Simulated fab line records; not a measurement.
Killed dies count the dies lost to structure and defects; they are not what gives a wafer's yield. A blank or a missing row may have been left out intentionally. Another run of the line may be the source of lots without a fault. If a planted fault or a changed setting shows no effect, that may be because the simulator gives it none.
Split-lot experiment || flow n5Finfet || on a route of 1938 steps: 7 lots, 21 wafers read

== THE SPLIT ITSELF ==
At N5_SD_EPI_N_ETCH_45 (etches SiOCN in CH3F/O2, target depth 6 nm), the setting targetDepthA was moved away from the recipe's 60 angstrom on 8 of the 21 wafers read, by -10.6% to +8.1%. For the rest of the wafers, this setting stayed at what the recipe calls for.

The split's own step is where the reading is taken.

== THE READING ==
etch.depthNm (the simulator's own value, which no gauge read), in nm, at N5_SD_EPI_N_ETCH_45 (etches SiOCN in CH3F/O2, target depth 6 nm). The file gives no usual value for it. Across the 13 wafers here that went through the recipe, the average is 6.026 nm and the standard deviation 0.13 nm.

{"wafer": "L085.2", "tool, chamber at the split": "rieDiel-05, 0", "targetDepthA as run, angstrom": 60, "against the recipe": "recipe", "etch.depthNm, nm": 5.973, "against lot-mates on the recipe": "-"}
{"wafer": "L085.4", "tool, chamber at the split": "rieDiel-05, 3", "targetDepthA as run, angstrom": 60, "against the recipe": "recipe", "etch.depthNm, nm": 5.759, "against lot-mates on the recipe": "-"}
{"wafer": "L085.6", "tool, chamber at the split": "rieDiel-05, 2", "targetDepthA as run, angstrom": 60, "against the recipe": "recipe", "etch.depthNm, nm": 6.032, "against lot-mates on the recipe": "-"}
{"wafer": "L090.2", "tool, chamber at the split": "rieDiel-03, 2", "targetDepthA as run, angstrom": 63.69, "against the recipe": "+6.1%", "etch.depthNm, nm": 6.505, "against lot-mates on the recipe": "+0.428"}
{"wafer": "L090.3", "tool, chamber at the split": "rieDiel-03, 0", "targetDepthA as run, angstrom": 60, "against the recipe": "recipe", "etch.depthNm, nm": 6.077, "against lot-mates on the recipe": "-"}
{"wafer": "L090.5", "tool, chamber at the split": "rieDiel-03, 0", "targetDepthA as run, angstrom": 63.69, "against the recipe": "+6.1%", "etch.depthNm, nm": 6.416, "against lot-mates on the recipe": "+0.339"}
{"wafer": "L091.1", "tool, chamber at the split": "rieDiel-05, 2", "targetDepthA as run, angstrom": 60, "against the recipe": "recipe", "etch.depthNm, nm": 6.122, "against lot-mates on the recipe": "-"}
{"wafer": "L091.3", "tool, chamber at the split": "rieDiel-05, 1", "targetDepthA as run, angstrom": 60, "against the recipe": "recipe", "etch.depthNm, nm": 6.186, "against lot-mates on the recipe": "-"}
{"wafer": "L091.6", "tool, chamber at the split": "rieDiel-05, 1", "targetDepthA as run, angstrom": 60, "against the recipe": "recipe", "etch.depthNm, nm": 6.185, "against lot-mates on the recipe": "-"}
{"wafer": "L092.1", "tool, chamber at the split": "rieDiel-05, 2", "targetDepthA as run, angstrom": 62.28, "against the recipe": "+3.8%", "etch.depthNm, nm": 6.27, "against lot-mates on the recipe": "+0.140"}
{"wafer": "L092.5", "tool, chamber at the split": "rieDiel-05, 0", "targetDepthA as run, angstrom": 62.28, "against the recipe": "+3.8%", "etch.depthNm, nm": 6.195, "against lot-mates on the recipe": "+0.065"}
{"wafer": "L092.6", "tool, chamber at the split": "rieDiel-05, 1", "targetDepthA as run, angstrom": 60, "against the recipe": "recipe", "etch.depthNm, nm": 6.13, "against lot-mates on the recipe": "-"}
{"wafer": "L094.2", "tool, chamber at the split": "rieDiel-05, 0", "targetDepthA as run, angstrom": 60, "against the recipe": "recipe", "etch.depthNm, nm": 5.891, "against lot-mates on the recipe": "-"}
{"wafer": "L094.3", "tool, chamber at the split": "rieDiel-05, 2", "targetDepthA as run, angstrom": 64.86, "against the recipe": "+8.1%", "etch.depthNm, nm": 6.532, "against lot-mates on the recipe": "+0.641"}
{"wafer": "L094.5", "tool, chamber at the split": "rieDiel-05, 2", "targetDepthA as run, angstrom": 64.86, "against the recipe": "+8.1%", "etch.depthNm, nm": 6.484, "against lot-mates on the recipe": "+0.593"}
{"wafer": "L095.1", "tool, chamber at the split": "rieDiel-05, 1", "targetDepthA as run, angstrom": 60, "against the recipe": "recipe", "etch.depthNm, nm": 6.133, "against lot-mates on the recipe": "-"}
{"wafer": "L095.2", "tool, chamber at the split": "rieDiel-05, 2", "targetDepthA as run, angstrom": 53.66, "against the recipe": "-10.6%", "etch.depthNm, nm": 5.368, "against lot-mates on the recipe": -0.765}
{"wafer": "L095.5", "tool, chamber at the split": "rieDiel-05, 2", "targetDepthA as run, angstrom": 53.66, "against the recipe": "-10.6%", "etch.depthNm, nm": 5.415, "against lot-mates on the recipe": -0.718}
{"wafer": "L096.2", "tool, chamber at the split": "rieDiel-05, 0", "targetDepthA as run, angstrom": 60, "against the recipe": "recipe", "etch.depthNm, nm": 5.834, "against lot-mates on the recipe": "-"}
{"wafer": "L096.5", "tool, chamber at the split": "rieDiel-05, 2", "targetDepthA as run, angstrom": 60, "against the recipe": "recipe", "etch.depthNm, nm": 5.942, "against lot-mates on the recipe": "-"}
{"wafer": "L096.6", "tool, chamber at the split": "rieDiel-05, 1", "targetDepthA as run, angstrom": 60, "against the recipe": "recipe", "etch.depthNm, nm": 6.078, "against lot-mates on the recipe": "-"}

THE FIT
A straight line over all 21 wafers: etch.depthNm changes by +0.0612 nm for each +1% of targetDepthA; r = +0.93; the points scatter about the line by 0.11 nm.
The same after taking each lot's own level away (the mean of its wafers on the recipe; 21 wafers): +0.0683 nm for each +1%; r = +0.97; scatter 0.086 nm.
That fit puts the effect of the largest move of targetDepthA on the reading at 0.72 nm.
Measured against the standard deviation above, the lots' own levels, which go from 5.8910 to 6.1643 nm, span 2.1 times it.
So the slope is not independent of the lot-to-lot level: the two fits are not the same.
Check: for one of the wafers moved furthest among these (-10.6%), held out of the fit, the line's prediction against its lot-mates is -0.722 nm. It came out at -0.765 nm against them.

== OTHER SPLITS ON THESE WAFERS ==
Other splits were also applied to these wafers ahead of the reading. Each is held against what the fit with the lots' levels taken away leaves over:
{"other split on the same wafers": "N5_ZERO_LAYER_COAT_05 spinRpm", "wafers away from the commonest value": 4, "r with etch.depthNm (lot level and that fit taken away)": "+0.16"}
{"other split on the same wafers": "N5_ZERO_LAYER_ETCH_18 icpW", "wafers away from the commonest value": 3, "r with etch.depthNm (lot level and that fit taken away)": -0.14}
{"other split on the same wafers": "N5_PMOS_HMC_CHANNEL_EPI_EXPOSE_06 doseMj", "wafers away from the commonest value": 6, "r with etch.depthNm (lot level and that fit taken away)": -0.02}
{"other split on the same wafers": "N5_PMOS_HMC_CHANNEL_EPI_DESCUM_14 timeS", "wafers away from the commonest value": 3, "r with etch.depthNm (lot level and that fit taken away)": "+0.37"}
{"other split on the same wafers": "N5_FIN_CUT_COAT_29 spinRpm", "wafers away from the commonest value": 6, "r with etch.depthNm (lot level and that fit taken away)": -0.20}
{"other split on the same wafers": "N5_FIN_CUT_EXPOSE_05 doseMj", "wafers away from the commonest value": 3, "r with etch.depthNm (lot level and that fit taken away)": -0.14}
{"other split on the same wafers": "N5_DUMMY_GATE_EXPOSE_12 doseMj", "wafers away from the commonest value": 10, "r with etch.depthNm (lot level and that fit taken away)": "+0.07"}
{"other split on the same wafers": "N5_DUMMY_GATE_ETCH_37 sourceW", "wafers away from the commonest value": 5, "r with etch.depthNm (lot level and that fit taken away)": -0.11}

== THE FILE'S OWN FIT ==
etch.depthNm changes by +0.0679 nm for each +1% of targetDepthA, r = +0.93.
